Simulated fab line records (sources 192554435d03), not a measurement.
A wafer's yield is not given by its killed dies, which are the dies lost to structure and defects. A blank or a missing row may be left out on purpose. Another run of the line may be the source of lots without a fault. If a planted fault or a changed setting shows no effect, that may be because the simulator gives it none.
Split-lot study	flow n5Finfet	21 wafers read from 7 lots, route of 1938 steps

THE SPLIT
At N5_BEOL_M15_EXPOSE_25 (exposes mask M15, target cd 400 nm), the setting doseMj was moved away from the recipe's 35.5 on 5 of the 21 wafers read, by -6.6% to -2.6%. For the rest of the wafers, this setting stayed at what the recipe calls for.

FROM THE SPLIT TO THE READING: what the file shows between them, 2 steps
- N5_BEOL_M15_DEVELOP_27: develop time 45 s (also split here: developTimeS)
- N5_BEOL_M15_HARDBAKE_32: time 120 s

THE READING
cdNm at N5_BEOL_M15_CD_MEAS_28, given in nm (cd target 407.6 nm). Typical for fault-free wafers on this fab line: 406.9 nm, with standard deviation 2.2 nm.

wafer	tool, chamber at the split	doseMj as run	against the recipe	cdNm, nm	against lot-mates on the recipe
L079.1	krfScanner-01, 0	33.16	-6.6%	397.4	-10.4
L079.5	krfScanner-01, 0	33.16	-6.6%	397.2	-10.6
L079.6	krfScanner-01, 0	35.5	recipe	407.8	-
L081.1	krfScanner-02, 0	34.07	-4.0%	399.4	-5.2
L081.2	krfScanner-02, 0	35.5	recipe	404.6	-
L081.5	krfScanner-02, 0	34.07	-4.0%	399.6	-5.0
L084.1	krfScanner-02, 0	35.5	recipe	402.2	-
L084.2	krfScanner-02, 0	35.5	recipe	406.9	-
L084.4	krfScanner-02, 0	35.5	recipe	405.9	-
L087.2	krfScanner-01, 0	34.57	-2.6%	401.8	-5.0
L087.3	krfScanner-01, 0	35.5	recipe	406.1	-
L087.4	krfScanner-01, 0	35.5	recipe	407.5	-
L091.2	krfScanner-01, 0	35.5	recipe	408.3	-
L091.3	krfScanner-01, 0	35.5	recipe	409.3	-
L091.5	krfScanner-01, 0	35.5	recipe	409.7	-
L093.2	krfScanner-02, 0	35.5	recipe	407.3	-
L093.4	krfScanner-02, 0	35.5	recipe	406.3	-
L093.6	krfScanner-02, 0	35.5	recipe	406.3	-
L096.1	krfScanner-02, 0	35.5	recipe	409.7	-
L096.2	krfScanner-02, 0	35.5	recipe	407.8	-
L096.5	krfScanner-02, 0	35.5	recipe	410.5	-

FIT RESULTS
A straight line over all 21 wafers: cdNm changes by +1.63 nm for each +1% of doseMj; r = +0.89; the points scatter about the line by 1.9 nm.
The same after taking each lot's own level away (the mean of its wafers on the recipe; 21 wafers): +1.53 nm for each +1%; r = +0.95; scatter 1.1 nm.
Per that fit: largest doseMj move, reading shift of 10 nm.
The span of the lots' own levels, 404.60 to 409.33 nm, comes to 2.2 times the standard deviation stated above.
The two slopes are in agreement: the lot-to-lot level therefore moves the slope only a little.
Check: with one of the wafers moved furthest among these (-6.6%) left out of the fit, the line predicts -9.88 nm for it against its lot-mates. Against them it came out at -10.4 nm.

THESE WAFERS: OTHER SPLITS
These wafers also went through other splits before the reading. Each is held against what the fit with the lots' levels taken away leaves over:
other split on the same wafers	wafers away from the commonest value	r with cdNm (lot level and that fit taken away)
N5_BEOL_M10_SURFACE_TREAT_76 timeS	as run: not given for these wafers	-
N5_BEOL_M13_EXPOSE_25 doseMj	7	-0.19
N5_BEOL_M13_DEVELOP_27 developTimeS	6	-0.01
N5_BEOL_M14_ETCH_68 timeS	9	+0.35
N5_BEOL_M15_DEVELOP_27 developTimeS	6	-0.02

THE WHOLE CHAIN: every reading that the file lists as answering this split, in the file's order
step	what it does	reading	change (the file's fit)	r (the file's)
N5_BEOL_M15_CD_MEAS_28	target cd 407.6 nm	cdNm	+1.55 nm for each +1% of the setting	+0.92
N5_BEOL_M15_DESCUM_33	chemistry O2, time 7.9 s	BEOL_M15.cdNm (the simulator's own value, which no gauge read)	+1.52 nm for each +1% of the setting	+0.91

THE FILE'S OWN FIT
cdNm changes by +1.55 nm for each +1% of doseMj, r = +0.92.
